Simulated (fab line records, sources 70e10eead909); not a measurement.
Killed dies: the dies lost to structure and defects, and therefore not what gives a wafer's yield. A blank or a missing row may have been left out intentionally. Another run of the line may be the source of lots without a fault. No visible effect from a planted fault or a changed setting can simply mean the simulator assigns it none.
fab line records	flow nand_harc
record lots=24	wafers=72	last_day=24
route steps=1159 shown A_CHANNEL_HOLE_D1@489 A_CHANNEL_FILL_D1@508 A_STAIRCASE@532
lots untouched by any fault: they come from a run of this same line in which no faults occurred
start_h: hours from the record's first day to the start of the lot's first wafer shown	wait_h: hours since the lot's step before	" identical to the entry in the row above	L1.1+2: several wafers, shown together as one row	- no value, or no start was given	* or withheld: withheld	< > ~ a bound
route shown NAME@n: NAME is a module with steps in the file, n the number in the route of the first one	usual: mean/standard deviation taken from wafers without a fault	same: alike in all rows	chamber/n: place in a boat	sites: the reading at each site	_std_site: how widely they spread, as a standard deviation	_edge_site: mean of outer sites minus mean of inner sites	radius_mm: how far each site lies from the wafer's centre	mask NAME#n: copy n	behind: the most recent tool/chamber to have shaped the wafer	hold: what put the lot on hold/how long, in hours/how the hold closed	device: the n, p or np transistor that did not switch	end of line: the route-end tests of the same wafers	a step without rows: its recipe alone	killed: dies that structure and defects cost at the first sort, which is not the same as the wafer's yield	map: per-die view of a wafer (x killed, . not killed, _ where there is no die)
set.NAME: the setting that was run; set.NAME@STEP: the one run at that earlier step	model.NAME: the simulator's own value behind a step, which no gauge read
steps of the route over a sample of lots; a table a step, a row a wafer
services: from which hour (start_h, from the record's first day; less than 0 if before it) a tool's chamber was out of use, for how many hours, and why
## steps
# step NHARC_A_CHANNEL_HOLE_D1_INSPECT_40
# usual raw_defect_count=64/17
lot.wafer	tool	chamber	start_h	wait_h	raw_defect_count
L074.1	defect_inspect-02	-	193.73	-	69
L074.3	"	-	"	"	63
L074.4	"	-	"	"	75
L075.1	defect_inspect-01	-	195.39	-	66
L075.3	"	-	"	"	63
L075.6	"	-	"	"	71
L076.2	defect_inspect-02	-	198.06	-	42
L076.5	"	-	"	"	64
L076.6	"	-	"	"	61
L077.2	defect_inspect-02	-	199.58	-	62
L077.3	"	-	"	"	52
L077.4	"	-	"	"	63
L078.3	defect_inspect-02	-	202.07	-	57
L078.4	"	-	"	"	33
L078.6	"	-	"	"	83
L079.3	defect_inspect-01	-	208.27	-	35
L079.4	"	-	"	"	46
L079.5	"	-	"	"	37
L080.2	defect_inspect-02	-	216.73	-	67
L080.5	"	-	"	"	48
L080.6	"	-	"	"	52
L081.2	defect_inspect-01	-	224.52	-	61
L081.3	"	-	"	"	70
L081.4	"	-	"	"	70
L083.2	defect_inspect-01	-	236.35	-	39
L083.4	"	-	"	"	63
L083.6	"	-	"	"	67
L082.1	defect_inspect-02	-	236.56	-	63
L082.4	"	-	"	"	85
L082.6	"	-	"	"	71
L087.1	defect_inspect-01	-	263.18	-	97
L087.3	"	-	"	"	77
L087.5	"	-	"	"	86
L084.1	defect_inspect-02	-	264.17	-	81
L084.2	"	-	"	"	67
L084.3	"	-	"	"	91
L086.1	defect_inspect-02	-	267.34	-	93
L086.3	"	-	"	"	79
L086.4	"	-	"	"	91
L085.3	defect_inspect-02	-	268.31	-	53
L085.5	"	-	"	"	42
L085.6	"	-	"	"	68
L089.1	defect_inspect-01	-	276.53	-	67
L089.4	"	-	"	"	73
L089.5	"	-	"	"	70
L090.1	defect_inspect-01	-	277.44	-	64
L090.4	"	-	"	"	66
L090.5	"	-	"	"	57
L088.1	defect_inspect-01	-	281.98	-	51
L088.2	"	-	"	"	59
L088.3	"	-	"	"	69
L091.1	defect_inspect-01	-	282.48	-	29
L091.3	"	-	"	"	39
L091.6	"	-	"	"	55
L093.1	defect_inspect-02	-	295.04	-	51
L093.3	"	-	"	"	73
L093.6	"	-	"	"	78
L092.1	defect_inspect-02	-	295.37	-	74
L092.3	"	-	"	"	87
L092.6	"	-	"	"	64
L094.1	defect_inspect-02	-	299.25	-	86
L094.2	"	-	"	"	71
L094.4	"	-	"	"	75
L095.1	defect_inspect-01	-	307.56	-	76
L095.4	"	-	"	"	88
L095.5	"	-	"	"	83
L097.2	defect_inspect-01	-	314.15	-	45
L097.3	"	-	"	"	38
L097.6	"	-	"	"	41
L096.1	defect_inspect-01	-	318.33	-	59
L096.2	"	-	"	"	53
L096.6	"	-	"	"	45
# step NHARC_A_CHANNEL_FILL_D1_ETCHBACK_08
# recipe target_depth_a=2200	time_s=110	c4f8_flow_sccm=20	ar_flow_sccm=withheld	rf_w=600	bias_w=300	chemistry=C4F8
# usual oes_product_au=0.96/0.037	rf_vpp_V=440.5/2.8
lot.wafer	tool	chamber	start_h	wait_h	oes_product_au	rf_hours_counter_h	rf_vpp_V
L074.3	rie_diel-12	2	-	-	1.01	5	446.7
L074.4	"	3	"	"	1.02	5	442.1
L074.1	"	0	"	"	1.00	4	436.0
L076.2	rie_diel-05	1	-	-	0.99	2	437.1
L076.6	"	1	"	"	0.99	-	437.1
L076.5	"	2	"	"	1.01	-	437.1
L078.3	rie_diel-07	3	-	-	1.00	0	439.4
L078.4	"	0	"	"	0.98	0	445.1
L078.6	"	1	"	"	0.99	-	442.5
L077.2	rie_diel-12	1	-	-	1.01	4	439.2
L077.4	"	2	"	"	1.00	5	444.8
L077.3	"	3	"	"	1.03	5	442.6
L075.3	rie_diel-12	2	-	-	0.93	6	444.9
L075.1	"	0	"	"	0.93	6	436.1
L075.6	"	1	"	"	0.94	-	438.4
L079.3	rie_diel-05	3	-	-	0.92	3	440.9
L079.4	"	0	"	"	0.89	3	441.6
L079.5	"	3	"	"	0.92	-	439.9
L080.2	rie_diel-07	1	-	-	0.99	0	443.2
L080.6	"	1	"	"	0.99	-	443.3
L080.5	"	2	"	"	0.98	-	440.0
L081.2	rie_diel-07	0	-	-	0.92	0	443.4
L081.4	"	1	"	"	0.91	1	442.8
L081.3	"	2	"	"	0.91	1	437.7
L083.2	rie_diel-07	0	-	-	0.98	1	443.4
L083.4	"	2	"	"	0.99	1	439.4
L083.6	"	1	"	"	1.00	-	441.3
L082.4	rie_diel-07	2	-	-	0.91	1	440.5
L082.1	"	1	"	"	0.92	1	442.2
L082.6	"	3	"	"	0.93	-	438.9
L084.1	rie_diel-05	2	-	-	0.93	5	437.4
L084.3	"	3	"	"	0.93	5	441.1
L084.2	"	1	"	"	0.92	4	437.3
L087.3	rie_diel-07	2	-	-	0.97	1	438.7
L087.1	"	3	"	"	1.00	1	441.0
L087.5	"	0	"	"	0.98	-	445.1
L086.3	rie_diel-05	2	-	-	0.93	5	437.7
L086.1	"	3	"	"	0.92	5	439.9
L086.4	"	0	"	"	0.90	5	441.3
L085.3	rie_diel-07	0	-	-	0.91	1	443.6
L085.5	"	1	"	"	0.92	-	442.6
L085.6	"	2	"	"	0.92	-	440.6
L090.4	rie_diel-05	3	-	-	0.92	5	439.9
L090.1	"	2	"	"	0.94	5	437.6
L090.5	"	0	"	"	0.91	-	441.2
L089.1	rie_diel-07	3	-	-	0.99	2	439.1
L089.4	"	1	"	"	0.99	2	442.3
L089.5	"	0	"	"	0.99	-	443.9
L091.3	rie_diel-05	1	-	-	0.92	5	437.5
L091.1	"	3	"	"	0.93	5	440.5
L091.6	"	1	"	"	0.92	-	436.3
L088.2	rie_diel-07	0	-	-	1.00	2	444.0
L088.3	"	2	"	"	0.99	2	440.0
L088.1	"	3	"	"	1.01	2	438.3
L092.3	rie_diel-05	2	-	-	0.93	6	436.4
L092.1	"	3	"	"	0.92	6	441.7
L092.6	"	2	"	"	0.93	-	436.7
L093.3	rie_diel-12	3	-	-	0.94	23	442.9
L093.1	"	1	"	"	0.94	24	438.8
L093.6	"	3	"	"	0.93	-	444.1
L094.4	rie_diel-12	1	-	-	0.94	25	438.0
L094.1	"	2	"	"	0.93	23	443.9
L094.2	"	3	"	"	0.94	24	442.5
L095.4	rie_diel-12	0	-	-	0.93	27	436.7
L095.1	"	2	"	"	0.92	24	445.5
L095.5	"	0	"	"	0.94	-	437.3
L097.2	rie_diel-07	1	-	-	1.00	2	441.0
L097.3	"	0	"	"	1.00	3	445.5
L097.6	"	1	"	"	1.01	-	441.2
L096.1	rie_diel-12	1	-	-	0.94	27	437.6
L096.2	"	3	"	"	0.92	27	445.2
L096.6	"	1	"	"	0.94	-	438.1
# step NHARC_A_CHANNEL_FILL_D1_STRIP_29
# recipe time_s=20	o2_flow_sccm=500	ar_flow_sccm=0	bias_w=0	chemistry=O2
# usual drypump_motor_current_A=5.75/0.25	o2_flow_sccm=499.9/1.6	oes_product_au=0.998/0.014	rf_vpp_V=57.8/0.98	showerhead_plenum_p_Torr=3.52/0.15	throttle_valve_pct=17.037/0.0087
lot.wafer	tool	chamber	start_h	wait_h	drypump_motor_current_A	o2_flow_sccm	oes_product_au	rf_hours_counter_h	rf_vpp_V	showerhead_plenum_p_Torr	throttle_valve_pct
L074.3	rie_diel-12	3	-	-	5.95	498.7	1.033	5	56.3	3.65	17.023
L074.1	"	0	"	"	6.10	499.4	1.017	4	57.6	3.30	17.036
L074.4	"	1	"	"	5.39	498.5	1.027	4	57.1	3.40	17.046
L076.2	rie_diel-05	2	-	-	5.77	500.8	0.990	3	57.3	3.32	17.043
L076.6	"	0	"	"	5.70	499.5	0.961	-	57.8	3.59	17.038
L076.5	"	1	"	"	5.42	503.3	0.981	-	57.4	3.31	17.052
L078.3	rie_diel-07	1	-	-	5.72	499.3	0.978	0	59.4	3.58	17.045
L078.4	"	2	"	"	5.53	499.9	0.980	0	56.7	3.46	17.035
L078.6	"	0	"	"	6.12	499.9	0.973	-	58.4	3.73	17.028
L077.2	rie_diel-12	3	-	-	5.96	503.1	1.019	5	58.2	3.65	17.037
L077.4	"	0	"	"	6.11	498.9	1.001	5	57.2	3.30	17.036
L077.3	"	1	"	"	5.40	501.4	1.011	4	55.4	3.40	17.042
L075.1	rie_diel-12	2	-	-	5.97	499.4	0.997	6	59.7	3.76	17.028
L075.3	"	3	"	"	5.97	501.5	1.026	6	58.0	3.65	17.045
L075.6	"	3	"	"	5.96	503.0	1.016	-	58.6	3.65	17.026
L079.4	rie_diel-05	3	-	-	5.35	501.1	0.997	3	56.0	3.52	17.044
L079.3	"	1	"	"	5.40	498.5	0.988	2	57.0	3.31	17.045
L079.5	"	3	"	"	5.34	499.4	0.993	-	59.4	3.52	17.032
L080.2	rie_diel-07	3	-	-	5.74	501.6	1.012	0	59.5	3.43	17.038
L080.5	"	1	"	"	5.72	499.7	0.991	-	57.7	3.58	17.032
L080.6	"	2	"	"	5.52	498.8	0.995	-	57.9	3.46	17.047
L081.4	rie_diel-07	2	-	-	5.54	498.5	0.987	1	56.4	3.46	17.039
L081.2	"	3	"	"	5.72	500.7	1.015	1	56.9	3.43	17.035
L081.3	"	0	"	"	6.14	501.7	0.995	0	60.6	3.73	17.049
L083.2	rie_diel-07	2	-	-	5.50	500.7	0.984	1	57.5	3.46	17.021
L083.4	"	3	"	"	5.75	497.1	0.998	1	55.8	3.43	17.021
L083.6	"	0	"	"	6.11	500.3	0.986	-	57.3	3.73	17.040
L082.4	rie_diel-07	0	-	-	6.14	500.0	0.984	1	58.8	3.73	17.039
L082.1	"	2	"	"	5.55	500.5	0.981	1	56.0	3.46	17.049
L082.6	"	0	"	"	6.11	498.5	0.985	-	57.2	3.73	17.032
L084.1	rie_diel-05	1	-	-	5.41	498.7	0.989	4	57.1	3.31	17.035
L084.3	"	2	"	"	5.75	500.4	1.008	5	55.7	3.32	17.035
L084.2	"	0	"	"	5.74	500.9	0.976	5	58.1	3.58	17.043
L087.3	rie_diel-07	0	-	-	6.10	498.6	0.993	1	58.0	3.73	17.026
L087.1	"	2	"	"	5.52	500.6	0.978	1	59.0	3.46	17.045
L087.5	"	3	"	"	5.74	499.2	1.001	-	58.2	3.43	17.030
L085.3	rie_diel-07	0	-	-	6.09	500.1	0.989	1	59.2	3.73	17.036
L085.6	"	1	"	"	5.74	498.1	1.014	-	58.5	3.57	17.019
L085.5	"	2	"	"	5.50	499.0	0.984	-	57.8	3.46	17.042
L086.4	rie_diel-05	0	-	-	5.71	500.9	0.985	5	57.3	3.58	17.040
L086.3	"	1	"	"	5.40	501.0	0.996	4	57.2	3.31	17.023
L086.1	"	3	"	"	5.39	502.3	1.005	5	58.5	3.51	17.039
L090.1	rie_diel-05	3	-	-	5.39	499.5	1.025	5	57.8	3.51	17.046
L090.4	"	2	"	"	5.76	499.8	1.016	5	55.2	3.32	17.027
L090.5	"	0	"	"	5.73	500.3	0.990	-	56.6	3.58	17.022
L089.4	rie_diel-07	1	-	-	5.74	499.9	1.011	2	58.2	3.57	17.024
L089.1	"	0	"	"	6.12	499.7	0.981	2	58.7	3.73	17.053
L089.5	"	2	"	"	5.53	497.3	0.980	-	57.9	3.46	17.037
L091.1	rie_diel-05	1	-	-	5.43	499.9	0.995	5	58.6	3.31	17.034
L091.3	"	2	"	"	5.75	503.5	1.005	6	56.3	3.32	17.043
L091.6	"	0	"	"	5.71	499.4	1.001	-	58.8	3.58	17.036
L088.3	rie_diel-07	2	-	-	5.52	498.3	0.981	2	57.9	3.46	17.046
L088.2	"	3	"	"	5.75	501.5	0.999	2	57.7	3.43	17.034
L088.1	"	1	"	"	5.71	499.9	1.004	2	58.5	3.57	17.026
L092.3	rie_diel-05	3	-	-	5.38	499.4	0.992	6	57.4	3.51	17.022
L092.1	"	2	"	"	5.76	499.6	1.009	6	56.8	3.32	17.045
L092.6	"	0	"	"	5.71	498.2	0.998	-	56.5	3.58	17.051
L093.3	rie_diel-12	0	-	-	6.12	500.4	0.993	25	58.4	3.29	17.042
L093.1	"	1	"	"	5.38	499.5	1.016	24	56.9	3.39	17.043
L093.6	"	1	"	"	5.37	501.7	1.011	-	56.7	3.39	17.027
L094.1	rie_diel-12	3	-	-	5.96	502.2	1.000	24	58.7	3.64	17.037
L094.2	"	0	"	"	6.10	499.9	1.000	26	56.4	3.29	17.032
L094.4	"	2	"	"	5.97	497.6	1.002	23	58.8	3.75	17.038
L095.4	rie_diel-12	3	-	-	5.96	499.6	1.004	25	57.0	3.64	17.043
L095.1	"	0	"	"	6.10	499.3	1.006	27	56.4	3.29	17.042
L095.5	"	3	"	"	5.95	497.7	1.005	-	57.6	3.64	17.025
L097.2	rie_diel-07	0	-	-	6.13	500.3	0.981	3	58.6	3.72	17.027
L097.3	"	1	"	"	5.73	501.0	1.007	3	56.2	3.57	17.030
L097.6	"	3	"	"	5.74	500.8	1.003	-	56.7	3.43	17.054
L096.2	rie_diel-12	3	-	-	5.91	504.6	1.015	27	59.3	3.64	17.054
L096.1	"	1	"	"	5.39	499.5	1.023	27	57.1	3.39	17.041
L096.6	"	0	"	"	6.09	500.0	1.005	-	57.3	3.29	17.030
# step NHARC_A_CHANNEL_FILL_D1_RTA_24
# recipe temp_c=1000	time_s=5
# usual lamp_power_pct=29/4.4	lamp_zone_4_pct=29/4.4	wafer_temp_C_max=1004.3/0.96
lot.wafer	tool	chamber	start_h	wait_h	lamp_power_pct	lamp_zone_4_pct	wafer_temp_C_max
L074.1	rtp_anneal-02	0	244.58	0.0	24	24	1003.4
L074.3	"	0	"	"	24	24	1003.3
L074.4	"	0	"	"	24	24	1004.1
L076.2	rtp_anneal-01	0	244.61	0.1	33	33	1004.1
L076.5	"	0	"	"	33	33	1005.7
L076.6	"	0	"	"	33	33	1004.6
L077.2	rtp_anneal-01	0	248.46	0.1	33	33	1003.9
L077.3	"	0	"	"	33	33	1004.1
L077.4	"	0	"	"	33	33	1003.3
L078.3	rtp_anneal-02	0	248.49	0.1	24	24	1004.2
L078.4	"	0	"	"	24	24	1003.1
L078.6	"	0	"	"	24	24	1004.0
L075.1	rtp_anneal-01	0	251.91	0.0	33	33	1003.2
L075.3	"	0	"	"	33	33	1003.9
L075.6	"	0	"	"	33	33	1003.9
L079.3	rtp_anneal-01	0	257.88	0.1	33	33	1005.8
L079.4	"	0	"	"	33	33	1003.8
L079.5	"	0	"	"	33	33	1005.1
L080.2	rtp_anneal-02	0	264.83	0.1	24	24	1004.3
L080.5	"	0	"	"	24	24	1003.5
L080.6	"	0	"	"	24	24	1003.6
L081.2	rtp_anneal-01	0	278.17	0.1	33	33	1004.3
L081.3	"	0	"	"	33	33	1004.8
L081.4	"	0	"	"	33	33	1004.7
L082.1	rtp_anneal-01	0	288.34	0.0	33	33	1004.2
L082.4	"	0	"	"	33	33	1004.1
L082.6	"	0	"	"	33	33	1003.9
L083.2	rtp_anneal-02	0	288.37	0.1	24	24	1004.2
L083.4	"	0	"	"	24	24	1003.5
L083.6	"	0	"	"	24	24	1003.6
L087.1	rtp_anneal-01	0	312.28	0.0	33	33	1005.6
L087.3	"	0	"	"	33	33	1003.3
L087.5	"	0	"	"	33	33	1005.8
L084.1	rtp_anneal-02	0	312.29	0.0	24	24	1004.3
L084.2	"	0	"	"	24	24	1003.7
L084.3	"	0	"	"	24	24	1005.3
L085.3	rtp_anneal-01	0	316.16	0.1	33	33	1005.6
L085.5	"	0	"	"	33	33	1005.8
L085.6	"	0	"	"	33	33	1004.8
L086.1	rtp_anneal-01	0	316.27	0.2	33	33	1003.5
L086.3	"	0	"	"	33	33	1005.1
L086.4	"	0	"	"	33	33	1005.2
L089.1	rtp_anneal-01	0	326.78	0.0	33	33	1005.1
L089.4	"	0	"	"	33	33	1003.7
L089.5	"	0	"	"	33	33	1003.7
L090.1	rtp_anneal-02	0	326.85	0.0	24	24	1003.3
L090.4	"	0	"	"	24	24	1005.1
L090.5	"	0	"	"	24	24	1002.7
L091.1	rtp_anneal-02	0	330.64	0.2	24	24	1004.9
L091.3	"	0	"	"	24	24	1003.7
L091.6	"	0	"	"	24	24	1003.1
L088.1	rtp_anneal-01	0	330.64	0.2	33	33	1005.5
L088.2	"	0	"	"	33	33	1006.8
L088.3	"	0	"	"	33	33	1004.1
L092.1	rtp_anneal-02	0	343.42	0.0	24	24	1004.5
L092.3	"	0	"	"	24	24	1003.9
L092.6	"	0	"	"	24	24	1004.4
L093.1	rtp_anneal-01	0	343.42	0.0	33	33	1003.7
L093.3	"	0	"	"	33	33	1006.9
L093.6	"	0	"	"	33	33	1004.5
L094.1	rtp_anneal-02	0	347.33	0.1	24	24	1004.4
L094.2	"	0	"	"	24	24	1003.5
L094.4	"	0	"	"	24	24	1003.9
L095.1	rtp_anneal-02	0	355.99	0.0	24	24	1004.1
L095.4	"	0	"	"	24	24	1003.0
L095.5	"	0	"	"	24	24	1003.7
L097.2	rtp_anneal-02	0	362.16	0.1	24	24	1004.6
L097.3	"	0	"	"	24	24	1004.0
L097.6	"	0	"	"	24	24	1003.8
L096.1	rtp_anneal-01	0	367.53	0.0	33	33	1006.6
L096.2	"	0	"	"	33	33	1005.0
L096.6	"	0	"	"	33	33	1004.2
# step NHARC_A_STAIRCASE_ETCH_170
# recipe target_depth_a=2000	time_s=66.667	ion_energy_ev=250	c4f6_flow_sccm=25	o2_flow_sccm=20	ar_flow_sccm=500	rf_w=600	bias_w=500	chemistry=C4F6/O2
# usual drypump_motor_current_A=5.9/0.46	o2_flow_sccm=20.01/0.056	oes_product_au=0.972/0.015	rf_vpp_V=546/3.1	showerhead_plenum_p_Torr=3.90/0.15	throttle_valve_pct=26.904/0.0091
lot.wafer	tool	chamber	start_h	wait_h	drypump_motor_current_A	o2_flow_sccm	oes_product_au	rf_hours_counter_h	rf_vpp_V	showerhead_plenum_p_Torr	throttle_valve_pct
L076.2	rie_diel-11	2	-	-	6.4	20.11	0.986	16	545	3.81	26.903
L076.6	"	3	"	"	6.0	19.99	0.972	-	545	3.86	26.909
L076.5	"	0	"	"	6.1	19.99	0.982	-	545	3.75	26.894
L074.3	rie_diel-02	1	-	-	5.4	20.00	0.947	32	542	3.69	26.901
L074.1	"	2	"	"	6.5	20.01	0.979	32	541	3.65	26.897
L074.4	"	3	"	"	6.7	20.10	0.973	36	551	4.13	26.903
L078.3	rie_diel-03	0	-	-	5.7	19.90	0.939	5	549	3.97	26.900
L078.4	"	1	"	"	5.3	20.12	0.943	7	545	3.79	26.895
L078.6	"	0	"	"	5.8	20.00	0.950	-	547	3.97	26.911
L077.4	rie_diel-11	1	-	-	5.7	19.97	0.962	19	550	4.04	26.919
L077.3	"	2	"	"	6.5	19.95	0.971	18	544	3.81	26.910
L077.2	"	3	"	"	6.1	20.01	0.979	17	545	3.86	26.894
L075.3	rie_diel-03	0	-	-	5.7	20.03	0.949	6	548	3.97	26.898
L075.1	"	2	"	"	5.8	20.02	0.949	9	550	4.05	26.893
L075.6	"	0	"	"	5.7	20.07	0.952	-	549	3.97	26.912
L079.4	rie_diel-02	3	259.69	0.5	6.7	20.03	0.972	-	550	4.12	26.898
L079.3	"	0	"	"	5.4	20.04	0.960	-	550	4.08	26.922
L079.5	"	3	"	"	6.7	20.05	0.983	-	550	4.12	26.892
L080.2	rie_diel-02	2	-	-	6.5	20.09	0.966	39	541	3.65	26.900
L080.5	"	2	"	"	6.5	19.99	0.976	-	541	3.65	26.903
L080.6	"	3	"	"	6.7	20.04	0.974	-	552	4.12	26.907
L081.3	rie_diel-02	0	-	-	5.4	20.08	0.949	50	549	4.07	26.888
L081.4	"	1	"	"	5.4	20.03	0.971	45	542	3.68	26.914
L081.2	"	2	"	"	6.5	20.10	0.982	43	540	3.65	26.896
L083.2	rie_diel-11	0	-	-	6.1	19.92	0.981	33	543	3.74	26.900
L083.4	"	3	"	"	6.0	20.00	0.975	31	544	3.85	26.895
L083.6	"	0	"	"	6.1	19.98	0.972	-	543	3.74	26.915
L082.1	rie_diel-03	0	-	-	5.7	19.99	0.962	17	548	3.96	26.888
L082.4	"	1	"	"	5.3	19.98	0.972	18	544	3.79	26.895
L082.6	"	3	"	"	5.2	19.96	0.966	-	543	3.78	26.914
L087.3	rie_diel-11	2	-	-	6.4	20.04	0.985	41	543	3.79	26.917
L087.1	"	0	"	"	6.1	19.94	0.987	38	543	3.74	26.913
L087.5	"	1	"	"	5.7	20.04	0.979	-	549	4.02	26.913
L084.2	rie_diel-11	2	-	-	6.4	20.03	0.969	41	544	3.79	26.919
L084.1	"	3	"	"	6.0	19.95	0.990	37	544	3.85	26.899
L084.3	"	1	"	"	5.7	19.94	0.964	41	547	4.02	26.915
L085.3	rie_diel-11	1	-	-	5.7	19.97	0.972	43	550	4.02	26.896
L085.5	"	1	"	"	5.7	19.94	0.967	-	548	4.02	26.919
L085.6	"	2	"	"	6.5	20.07	0.971	-	545	3.79	26.888
L086.4	rie_diel-03	3	-	-	5.2	19.94	0.977	29	545	3.78	26.913
L086.3	"	0	"	"	5.7	19.98	0.961	26	546	3.95	26.906
L086.1	"	1	"	"	5.3	20.01	0.979	28	546	3.78	26.906
L089.4	rie_diel-03	0	-	-	5.7	19.98	0.943	31	546	3.95	26.886
L089.1	"	1	"	"	5.3	20.03	0.966	33	543	3.78	26.912
L089.5	"	0	"	"	5.7	20.02	0.946	-	547	3.95	26.885
L090.4	rie_diel-11	1	-	-	5.7	20.14	0.968	46	549	4.02	26.910
L090.1	"	3	"	"	6.0	19.91	0.962	43	545	3.85	26.900
L090.5	"	1	"	"	5.7	20.06	0.956	-	549	4.02	26.914
L091.1	rie_diel-11	0	-	-	6.0	19.91	0.993	46	544	3.74	26.912
L091.3	"	1	"	"	5.7	20.07	0.985	49	550	4.02	26.889
L091.6	"	1	"	"	5.7	20.10	0.989	-	550	4.02	26.910
L088.3	rie_diel-11	1	-	-	5.7	20.08	0.974	49	549	4.02	26.920
L088.2	"	2	"	"	6.4	20.06	0.975	48	544	3.79	26.888
L088.1	"	3	"	"	6.0	20.10	0.970	45	546	3.84	26.903
L092.3	rie_diel-02	0	-	-	5.4	19.97	0.968	3	550	4.06	26.911
L092.1	"	2	"	"	6.4	20.08	0.986	2	554	4.23	26.900
L092.6	"	0	"	"	5.4	19.98	0.955	-	550	4.06	26.907
L093.3	rie_diel-11	2	-	-	6.4	20.12	0.959	54	544	3.79	26.900
L093.1	"	0	"	"	6.1	20.01	0.974	52	542	3.73	26.917
L093.6	"	1	"	"	5.7	20.00	0.958	-	551	4.02	26.909
L094.1	rie_diel-03	2	-	-	5.7	19.92	0.998	48	548	4.03	26.913
L094.2	"	3	"	"	5.2	19.96	0.958	45	542	3.77	26.913
L094.4	"	0	"	"	5.7	19.92	0.959	40	548	3.95	26.933
L095.4	rie_diel-11	3	-	-	6.0	19.94	0.992	56	545	3.84	26.895
L095.1	"	0	"	"	6.1	20.01	1.005	57	545	3.73	26.900
L095.5	"	2	"	"	6.5	20.03	0.984	-	543	3.78	26.903
L097.3	rie_diel-02	0	-	-	5.4	20.06	0.965	10	550	4.06	26.907
L097.2	"	3	"	"	6.7	20.03	0.981	9	552	4.10	26.895
L097.6	"	1	"	"	5.4	19.96	0.978	-	541	3.66	26.905
L096.2	rie_diel-02	1	-	-	5.4	20.00	0.986	13	542	3.66	26.891
L096.1	"	0	"	"	5.4	20.12	0.971	12	549	4.05	26.906
L096.6	"	2	"	"	6.5	19.99	0.985	-	551	4.22	26.912
# step NHARC_A_STAIRCASE_ETCH_21
# recipe target_depth_a=1000	time_s=40.5	ion_energy_ev=400	c4f8_flow_sccm=20	o2_flow_sccm=10	ar_flow_sccm=withheld	rf_w=600	bias_w=1000	chemistry=C4F8/O2
# usual oes_product_au=0.946/0.02	rf_vpp_V=895/5.1
lot.wafer	tool	chamber	start_h	wait_h	oes_product_au	rf_hours_counter_h	rf_vpp_V
L076.2	rie_diel-11	1	-	-	0.944	19	900
L076.5	"	0	"	"	0.974	-	890
L076.6	"	1	"	"	0.945	-	899
L074.4	rie_diel-03	2	-	-	0.982	8	900
L074.3	"	3	"	"	0.967	7	891
L074.1	"	0	"	"	0.945	5	898
L078.3	rie_diel-02	3	-	-	0.938	39	904
L078.4	"	1	"	"	0.943	37	888
L078.6	"	3	"	"	0.949	-	903
L077.4	rie_diel-11	1	-	-	0.928	21	900
L077.2	"	2	"	"	0.955	20	892
L077.3	"	3	"	"	0.947	18	894
L075.1	rie_diel-03	2	-	-	0.957	10	900
L075.3	"	1	"	"	0.921	9	892
L075.6	"	2	"	"	0.958	-	900
L079.3	rie_diel-02	2	-	-	0.967	38	885
L079.4	"	0	"	"	0.970	44	900
L079.5	"	1	"	"	0.957	-	887
L080.2	rie_diel-02	1	-	-	0.923	42	888
L080.6	"	3	"	"	0.924	-	903
L080.5	"	0	"	"	0.920	-	902
L081.4	rie_diel-11	3	-	-	0.973	29	895
L081.3	"	0	"	"	0.958	31	891
L081.2	"	1	"	"	0.944	33	900
L083.2	rie_diel-02	2	-	-	0.949	46	887
L083.4	"	0	"	"	0.930	56	901
L083.6	"	2	"	"	0.954	-	886
L082.4	rie_diel-03	0	-	-	0.953	18	897
L082.1	"	2	"	"	0.992	23	899
L082.6	"	0	"	"	0.946	-	897
L087.1	rie_diel-11	2	-	-	0.987	42	893
L087.3	"	0	"	"	0.967	39	890
L087.5	"	1	"	"	0.966	-	899
L084.2	rie_diel-03	1	-	-	0.930	28	892
L084.1	"	2	"	"	0.954	30	900
L084.3	"	3	"	"	0.926	30	891
L085.3	rie_diel-03	0	-	-	0.918	28	895
L085.5	"	3	"	"	0.926	-	892
L085.6	"	0	"	"	0.917	-	897
L086.3	rie_diel-03	0	-	-	0.909	28	896
L086.1	"	1	"	"	0.915	30	890
L086.4	"	2	"	"	0.942	33	900
L090.1	rie_diel-11	2	-	-	0.933	48	891
L090.4	"	0	"	"	0.929	46	888
L090.5	"	2	"	"	0.931	-	892
L089.4	rie_diel-03	0	-	-	0.916	34	898
L089.1	"	2	"	"	0.949	40	900
L089.5	"	0	"	"	0.920	-	897
L091.3	rie_diel-03	3	-	-	0.923	40	891
L091.1	"	1	"	"	0.912	37	890
L091.6	"	2	"	"	0.939	-	899
L088.1	rie_diel-03	2	-	-	0.970	41	898
L088.3	"	3	"	"	0.953	40	890
L088.2	"	0	"	"	0.931	35	897
L092.1	rie_diel-11	3	-	-	0.947	51	893
L092.3	"	0	"	"	0.960	53	889
L092.6	"	3	"	"	0.949	-	894
L093.3	rie_diel-11	1	-	-	0.974	56	899
L093.1	"	2	"	"	0.993	55	891
L093.6	"	2	"	"	0.990	-	893
L094.4	rie_diel-02	3	-	-	0.945	5	902
L094.2	"	0	"	"	0.935	6	901
L094.1	"	2	"	"	0.944	5	905
L095.1	rie_diel-11	1	-	-	0.957	61	899
L095.4	"	0	"	"	0.975	58	890
L095.5	"	2	"	"	0.951	-	892
L097.2	rie_diel-03	0	-	-	0.941	47	896
L097.3	"	1	"	"	0.924	52	890
L097.6	"	0	"	"	0.925	-	896
L096.2	rie_diel-02	0	-	-	0.933	13	901
L096.1	"	2	"	"	0.955	13	906
L096.6	"	0	"	"	0.931	-	902
## services
tool	chamber	start_h	hours	kind
rie_diel-03	-	215.32	9.0	pm
rie_diel-05	1	217.38	12.8	repair
rie_diel-07	-	217.39	0.5	repair
rie_diel-05	0	221.54	1.6	repair
rie_diel-07	-	228.20	9.0	pm
rie_diel-07	0	228.20	9.0	vent_cycle
rie_diel-07	1	228.20	9.0	vent_cycle
rie_diel-07	2	228.20	9.0	vent_cycle
rie_diel-07	3	228.20	9.0	vent_cycle
rie_diel-03	0	231.06	2.7	repair
rie_diel-05	3	243.16	6.4	repair
rie_diel-07	0	244.31	6.9	repair
rie_diel-02	1	257.50	4.1	repair
rie_diel-02	2	258.44	3.6	repair
rie_diel-11	3	277.80	4.9	repair
rie_diel-02	2	280.39	2.5	repair
rie_diel-12	-	291.04	4.6	repair
rtp_anneal-02	-	300.00	12.0	pm
rie_diel-02	2	304.28	2.5	repair
rie_diel-02	-	319.51	0.7	repair
rie_diel-02	-	328.07	9.0	pm
rie_diel-05	-	340.60	9.0	pm
rie_diel-07	1	347.39	5.9	repair
rie_diel-11	-	366.63	9.0	pm
## key
fault none
